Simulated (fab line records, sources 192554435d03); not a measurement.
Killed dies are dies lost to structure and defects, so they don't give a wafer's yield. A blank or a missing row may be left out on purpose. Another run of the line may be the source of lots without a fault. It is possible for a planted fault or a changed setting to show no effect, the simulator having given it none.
Lot-split experiment :: flow n5-finfet :: 7 lots, 21 wafers read, on a route of 1938 steps

== ABOUT THE SPLIT ==
At N5_BEOL_M6_COAT_63 (time 60 s, resist thk 60 nm), the setting spin-rpm was moved away from the recipe's 1500 rpm on 7 of the 21 wafers read, by -11.0% to +3.7%. All remaining wafers had this setting at the recipe value.

== FROM THE SPLIT TO THE READING: what the file shows between them, 6 steps ==
- N5_BEOL_M6_COAT_22: resist thk 30 nm (also split here: spin-rpm)
- N5_BEOL_M6_EBR_24
- N5_BEOL_M6_SOFTBAKE_23: time 60 s
- N5_BEOL_M6_DESCUM_33: chemistry O2, time 7 s
- N5_BEOL_M6_ETCH_72: etches underlayer in N2/H2, target depth 6.5 nm, time 5.2 s
- N5_BEOL_M6_ETCH_65: etches SiARC in CF4, target depth 15.6 nm, time 26 s

== THE READING ==
etch.depth-nm (the simulator's own value, which no gauge read), in nm, at N5_BEOL_M6_ETCH_66 (etches SOC in N2/H2, target depth 80 nm, overetch 16 nm, time 120 s). The file does not state a usual value for it. Here, 14 wafers ran the recipe; their average is 60.00 nm with a standard deviation of 0.11 nm.

wafer: L085.2
tool, chamber at the split: litho-track-02, 0
spin-rpm as run, rpm: 1335
against the recipe: -11.0%
etch.depth-nm, nm: 63.58
against lot-mates on the recipe: no lot-mate on the recipe

wafer: L085.4
tool, chamber at the split: litho-track-02, 0
spin-rpm as run, rpm: 1335
against the recipe: -11.0%
etch.depth-nm, nm: 63.78
against lot-mates on the recipe: no lot-mate on the recipe

wafer: L085.6
tool, chamber at the split: litho-track-02, 0
spin-rpm as run, rpm: 1335
against the recipe: -11.0%
etch.depth-nm, nm: 63.6
against lot-mates on the recipe: no lot-mate on the recipe

wafer: L090.2
tool, chamber at the split: litho-track-02, 0
spin-rpm as run, rpm: 1500
against the recipe: recipe
etch.depth-nm, nm: 59.95
against lot-mates on the recipe: -

wafer: L090.3
tool, chamber at the split: litho-track-02, 0
spin-rpm as run, rpm: 1500
against the recipe: recipe
etch.depth-nm, nm: 59.98
against lot-mates on the recipe: -

wafer: L090.5
tool, chamber at the split: litho-track-02, 0
spin-rpm as run, rpm: 1500
against the recipe: recipe
etch.depth-nm, nm: 60.08
against lot-mates on the recipe: -

wafer: L091.1
tool, chamber at the split: litho-track-02, 0
spin-rpm as run, rpm: 1500
against the recipe: recipe
etch.depth-nm, nm: 60.09
against lot-mates on the recipe: -

wafer: L091.3
tool, chamber at the split: litho-track-02, 0
spin-rpm as run, rpm: 1500
against the recipe: recipe
etch.depth-nm, nm: 60.14
against lot-mates on the recipe: -

wafer: L091.6
tool, chamber at the split: litho-track-02, 0
spin-rpm as run, rpm: 1500
against the recipe: recipe
etch.depth-nm, nm: 60.07
against lot-mates on the recipe: -

wafer: L092.1
tool, chamber at the split: litho-track-05, 0
spin-rpm as run, rpm: 1500
against the recipe: recipe
etch.depth-nm, nm: 59.92
against lot-mates on the recipe: -

wafer: L092.5
tool, chamber at the split: litho-track-05, 0
spin-rpm as run, rpm: 1335
against the recipe: -11.0%
etch.depth-nm, nm: 63.73
against lot-mates on the recipe: +3.81

wafer: L092.6
tool, chamber at the split: litho-track-05, 0
spin-rpm as run, rpm: 1335
against the recipe: -11.0%
etch.depth-nm, nm: 63.59
against lot-mates on the recipe: +3.67

wafer: L094.2
tool, chamber at the split: litho-track-05, 0
spin-rpm as run, rpm: 1500
against the recipe: recipe
etch.depth-nm, nm: 60.19
against lot-mates on the recipe: -

wafer: L094.3
tool, chamber at the split: litho-track-05, 0
spin-rpm as run, rpm: 1555
against the recipe: +3.7%
etch.depth-nm, nm: 59.18
against lot-mates on the recipe: -1.01

wafer: L094.5
tool, chamber at the split: litho-track-05, 0
spin-rpm as run, rpm: 1555
against the recipe: +3.7%
etch.depth-nm, nm: 58.94
against lot-mates on the recipe: -1.25

wafer: L095.1
tool, chamber at the split: litho-track-02, 0
spin-rpm as run, rpm: 1500
against the recipe: recipe
etch.depth-nm, nm: 60.07
against lot-mates on the recipe: -

wafer: L095.2
tool, chamber at the split: litho-track-02, 0
spin-rpm as run, rpm: 1500
against the recipe: recipe
etch.depth-nm, nm: 59.97
against lot-mates on the recipe: -

wafer: L095.5
tool, chamber at the split: litho-track-02, 0
spin-rpm as run, rpm: 1500
against the recipe: recipe
etch.depth-nm, nm: 59.95
against lot-mates on the recipe: -

wafer: L096.2
tool, chamber at the split: litho-track-05, 0
spin-rpm as run, rpm: 1500
against the recipe: recipe
etch.depth-nm, nm: 59.93
against lot-mates on the recipe: -

wafer: L096.5
tool, chamber at the split: litho-track-05, 0
spin-rpm as run, rpm: 1500
against the recipe: recipe
etch.depth-nm, nm: 59.72
against lot-mates on the recipe: -

wafer: L096.6
tool, chamber at the split: litho-track-05, 0
spin-rpm as run, rpm: 1500
against the recipe: recipe
etch.depth-nm, nm: 59.91
against lot-mates on the recipe: -

THE FIT
A straight line over all 21 wafers: etch.depth-nm changes by -0.326 nm for each +1% of spin-rpm; r = -1.00; the points scatter about the line by 0.14 nm.
The same after taking each lot's own level away (the mean of its wafers on the recipe; 18 wafers): -0.336 nm for each +1%; r = -1.00; scatter 0.081 nm.
According to that fit, moving spin-rpm by its largest amount changes the reading by 3.7 nm.
Across the lots, their own levels run from 59.853 to 60.190 nm, a range of 2.9 times the standard deviation given above.
Consequently the slope shifts little with the lot-to-lot level, the two slopes agreeing.
Check: with one of the wafers moved furthest among these (-11.0%) left out of the fit, the line predicts +3.63 nm for it against its lot-mates. Against them it came out at +3.81 nm.

== THESE WAFERS: OTHER SPLITS ==
Other splits were also applied to these wafers ahead of the reading. Each is held against what the fit with the lots' levels taken away leaves over:
other split on the same wafers: N5_BEOL_M5_ILD_DEP_00 temp-c
wafers away from the commonest value: 7
r with etch.depth-nm (lot level and that fit taken away): +0.10

other split on the same wafers: N5_BEOL_M6_COAT_22 spin-rpm
wafers away from the commonest value: 9
r with etch.depth-nm (lot level and that fit taken away): +0.43

== THE WHOLE CHAIN: every reading that the file lists as answering this split, in the file's order ==
step: N5_BEOL_M6_COAT_63
what it does: time 60 s, resist thk 60 nm
reading: SOC_of_BEOL_M6_COAT_63.thk-nm (the simulator's own value, which no gauge read)
change (the file's fit): -0.333 nm for each +1% of the setting
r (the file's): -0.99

step: N5_BEOL_M6_ETCH_66
what it does: etches SOC in N2/H2, target depth 80 nm, overetch 16 nm, time 120 s
reading: etch.depth-nm (the simulator's own value, which no gauge read)
change (the file's fit): -0.337 nm for each +1% of the setting
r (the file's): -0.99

== THE FILE'S OWN FIT ==
etch.depth-nm changes by -0.337 nm for each +1% of spin-rpm, r = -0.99.
